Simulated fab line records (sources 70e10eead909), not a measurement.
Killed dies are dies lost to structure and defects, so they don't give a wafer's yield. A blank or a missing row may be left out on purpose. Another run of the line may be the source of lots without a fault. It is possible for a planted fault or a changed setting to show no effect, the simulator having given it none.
Chamber matching || flow nand_harc || rie_diel-02 running NHARC_P_GATE_DESCUM_61: 4 sister chambers
The step chemistry O2, time 3 s. 18 wafers are shown with their chamber, then 9 later ones without.

== EACH WAFER AND ITS CHAMBER ==
{"wafer": "L075.1", "chamber": 1, "drypump_motor_current_A (A)": 5.0, "oes_product_au (a.u.)": 1.005, "throttle_valve_pct (%)": 11.304}
{"wafer": "L075.4", "chamber": 2, "drypump_motor_current_A (A)": 5.4, "oes_product_au (a.u.)": 0.999, "throttle_valve_pct (%)": 11.311}
{"wafer": "L075.5", "chamber": 1, "drypump_motor_current_A (A)": 5.0, "oes_product_au (a.u.)": 1.012, "throttle_valve_pct (%)": 11.308}
{"wafer": "L076.2", "chamber": 0, "drypump_motor_current_A (A)": 5.8, "oes_product_au (a.u.)": 1.000, "throttle_valve_pct (%)": 11.306}
{"wafer": "L076.4", "chamber": 1, "drypump_motor_current_A (A)": 5.0, "oes_product_au (a.u.)": 0.998, "throttle_valve_pct (%)": 11.310}
{"wafer": "L076.6", "chamber": 0, "drypump_motor_current_A (A)": 5.8, "oes_product_au (a.u.)": 1.004, "throttle_valve_pct (%)": 11.309}
{"wafer": "L077.4", "chamber": 2, "drypump_motor_current_A (A)": 5.3, "oes_product_au (a.u.)": 0.990, "throttle_valve_pct (%)": 11.306}
{"wafer": "L077.5", "chamber": 0, "drypump_motor_current_A (A)": 5.8, "oes_product_au (a.u.)": 0.998, "throttle_valve_pct (%)": 11.304}
{"wafer": "L077.6", "chamber": 3, "drypump_motor_current_A (A)": 6.0, "oes_product_au (a.u.)": 0.986, "throttle_valve_pct (%)": 11.307}
{"wafer": "L080.1", "chamber": 0, "drypump_motor_current_A (A)": 5.8, "oes_product_au (a.u.)": 0.999, "throttle_valve_pct (%)": 11.308}
{"wafer": "L080.2", "chamber": 2, "drypump_motor_current_A (A)": 5.4, "oes_product_au (a.u.)": 0.989, "throttle_valve_pct (%)": 11.313}
{"wafer": "L080.3", "chamber": 1, "drypump_motor_current_A (A)": 4.9, "oes_product_au (a.u.)": 0.998, "throttle_valve_pct (%)": 11.318}
{"wafer": "L080.4", "chamber": 3, "drypump_motor_current_A (A)": 6.0, "oes_product_au (a.u.)": 0.977, "throttle_valve_pct (%)": 11.318}
{"wafer": "L080.5", "chamber": 1, "drypump_motor_current_A (A)": 5.0, "oes_product_au (a.u.)": 0.991, "throttle_valve_pct (%)": 11.301}
{"wafer": "L080.6", "chamber": 2, "drypump_motor_current_A (A)": 5.4, "oes_product_au (a.u.)": 0.992, "throttle_valve_pct (%)": 11.313}
{"wafer": "L082.2", "chamber": 2, "drypump_motor_current_A (A)": 5.4, "oes_product_au (a.u.)": 0.998, "throttle_valve_pct (%)": 11.298}
{"wafer": "L082.5", "chamber": 3, "drypump_motor_current_A (A)": 6.0, "oes_product_au (a.u.)": 0.991, "throttle_valve_pct (%)": 11.312}
{"wafer": "L082.6", "chamber": 2, "drypump_motor_current_A (A)": 5.4, "oes_product_au (a.u.)": 1.001, "throttle_valve_pct (%)": 11.297}

SIGNATURES, as means of the wafers listed above
{"reading": "drypump_motor_current_A", "chamber 0": 5.800, "chamber 1": 4.980, "chamber 2": 5.383, "chamber 3": 6.000, "scatter within a chamber": 0.0342}
{"reading": "oes_product_au", "chamber 0": 1.00025, "chamber 1": 1.00080, "chamber 2": 0.99483, "chamber 3": 0.98467, "scatter within a chamber": 0.00602}
{"reading": "throttle_valve_pct", "chamber 0": 11.30675, "chamber 1": 11.30820, "chamber 2": 11.30633, "chamber 3": 11.31233, "scatter within a chamber": 0.00604}
Rule: distance of a wafer from a chamber = root of the sum over the readings of ((wafer's reading minus chamber's mean) / reading's scatter) squared. If the next closest chamber is less than 2 further off than the closest, the wafer can't be placed; otherwise it belongs to the closest. The scatter: take each reading less its chamber's mean, square it, sum over the shown wafers, divide by the number of wafers less the number of chambers, and take the root.

== WAFERS MISSING THEIR CHAMBER ==
{"wafer": "L086.1", "drypump_motor_current_A (A)": 6.0, "oes_product_au (a.u.)": 0.994, "throttle_valve_pct (%)": 11.310}
{"wafer": "L086.3", "drypump_motor_current_A (A)": 5.8, "oes_product_au (a.u.)": 1.004, "throttle_valve_pct (%)": 11.293}
{"wafer": "L086.4", "drypump_motor_current_A (A)": 5.0, "oes_product_au (a.u.)": 0.997, "throttle_valve_pct (%)": 11.291}
{"wafer": "L091.2", "drypump_motor_current_A (A)": 5.8, "oes_product_au (a.u.)": 1.006, "throttle_valve_pct (%)": 11.309}
{"wafer": "L091.4", "drypump_motor_current_A (A)": 5.0, "oes_product_au (a.u.)": 1.007, "throttle_valve_pct (%)": 11.316}
{"wafer": "L091.5", "drypump_motor_current_A (A)": 6.0, "oes_product_au (a.u.)": 1.005, "throttle_valve_pct (%)": 11.316}
{"wafer": "L096.1", "drypump_motor_current_A (A)": 5.0, "oes_product_au (a.u.)": 0.994, "throttle_valve_pct (%)": 11.318}
{"wafer": "L096.3", "drypump_motor_current_A (A)": 5.4, "oes_product_au (a.u.)": 0.997, "throttle_valve_pct (%)": 11.312}
{"wafer": "L096.4", "drypump_motor_current_A (A)": 6.0, "oes_product_au (a.u.)": 0.992, "throttle_valve_pct (%)": 11.310}

== WHICH CHAMBER EACH WENT THROUGH ==
{"wafer": "L086.1", "from the rows above": 3, "in truth": 3}
{"wafer": "L086.3", "from the rows above": 0, "in truth": 0}
{"wafer": "L086.4", "from the rows above": 1, "in truth": 1}
{"wafer": "L091.2", "from the rows above": 0, "in truth": 0}
{"wafer": "L091.4", "from the rows above": 1, "in truth": 1}
{"wafer": "L091.5", "from the rows above": 3, "in truth": 3}
{"wafer": "L096.1", "from the rows above": 1, "in truth": 1}
{"wafer": "L096.3", "from the rows above": 2, "in truth": 2}
{"wafer": "L096.4", "from the rows above": 3, "in truth": 3}
Placed correctly: 9 of 9. Left unplaced by these rows: 0. 0 placed wrongly.
